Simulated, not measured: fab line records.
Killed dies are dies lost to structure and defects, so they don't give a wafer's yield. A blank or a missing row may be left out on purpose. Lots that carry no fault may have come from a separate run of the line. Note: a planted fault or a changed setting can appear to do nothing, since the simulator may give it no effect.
A lot that was struck, set against a sound lot    flow nandHarc    13 out of 1159 route steps
Sound: wafers L510.2, L510.4, L510.6. Struck: wafers L506.1, L506.2, L506.6. The cause comes at the end.
At each step with rows: each side's tool, then ch and its chambers, then its first start. Under that, the readings that differ: sound wafers    struck wafers    difference of the means    sigmas: that difference in standard deviations of wafers without a fault.
alike: a reading whose means differ by less than 2 such deviations, as well as words and numbers matching on both sides. not compared: withheld readings; readings where some wafer has no value; bounds like >300 that might hide an equal value; numbers whose values overlap and for which the record gives no deviation.
A row with sigmas, a row that says differs or no value, or rows on one side alone: a step with any of these is where the two part. Numbers that don't overlap but have no deviation are shown without sigmas and don't part them. A reading that every wafer of one side lacks parts them only if that side has two wafers or more.

NHARC_P_CONTACT_CD_MEAS_19:
  struck on cdSem-01, day 8 19:26; sound on cdSem-02, day 9 12:27
  alike: cdNm
then, 2 steps without rows for these wafers: NHARC_P_CONTACT_STRIP_28 (strips in O2); NHARC_P_CONTACT_STRIP_29 (strips in post etch residue remover, time 1200 s).
NHARC_P_CONTACT_DEGAS_38: time 60 s.
  struck on pvdSputter-03, day 8 20:10; sound on pvdSputter-02, day 9 13:10
  alike: heaterPowerW
then, 1 step without rows for these wafers: NHARC_P_CONTACT_PRE_CLEAN_39 (time 19.5 s).
NHARC_P_CONTACT_PVD_32: deposits Ti, target thk 5 nm, time 17.7 s.
  sound on pvdSputter-02; struck on pvdSputter-03
  alike: throttleValvePct
NHARC_P_CONTACT_ALD_22: deposits TiN, target thk 3 nm, pulse time 1 s, ald cycles 150.
  sound on aldMetal-02 ch 0,1, day 9 13:24; struck on aldMetal-04 ch 0,2, day 8 20:25
  alike: heaterPowerW, precursorPulseHeightRel
  not compared: sinceWetCleanH
NHARC_P_CONTACT_CVD_23: deposits W, target thk 200 nm, time 557 s.
  sound: cvdW-01 ch 0; struck: cvdW-01 ch 0,1
  alike: heaterPowerW, throttleValvePct
  not compared: sinceWetCleanH
NHARC_P_CONTACT_CMP_24: polishes, t overpolish 30 s, target thk 200 nm.
  sound on cmp-04 ch 1,2, day 10 00:35; struck on cmp-03 ch 1,2,3, day 8 22:59
  alike: motorCurrentA, overpolishRunS, timeToEndpointS
following that, these wafers have no rows for 1 step: NHARC_P_CONTACT_SRD_26.
NHARC_P_CONTACT_INSPECT_27:
  struck on defectInspect-02, day 8 23:21; sound on defectInspect-01, day 10 00:57
  alike: rawDefectCount
NHARC_P_M0_DEP_00: deposits SiOC, target thk 150 nm.
  sound on pecvd-04 ch 0,2, day 10 01:01; struck on pecvd-01 ch 0,1,2, day 8 23:25
  no value came back on the struck wafers for chamberPressureTorr (Torr), rfFwdPowerW (W); on the sound wafers chamberPressureTorr (Torr) reads 4.981 5.003 4.994
  not compared: sinceWetCleanH
then, 1 step without rows for these wafers: NHARC_P_M0_DEHYDRATE_01 (time 120 s).

WHERE THEY PART
Only at NHARC_P_M0_DEP_00, as far as this record shows.

WHY: the cause the simulator had injected
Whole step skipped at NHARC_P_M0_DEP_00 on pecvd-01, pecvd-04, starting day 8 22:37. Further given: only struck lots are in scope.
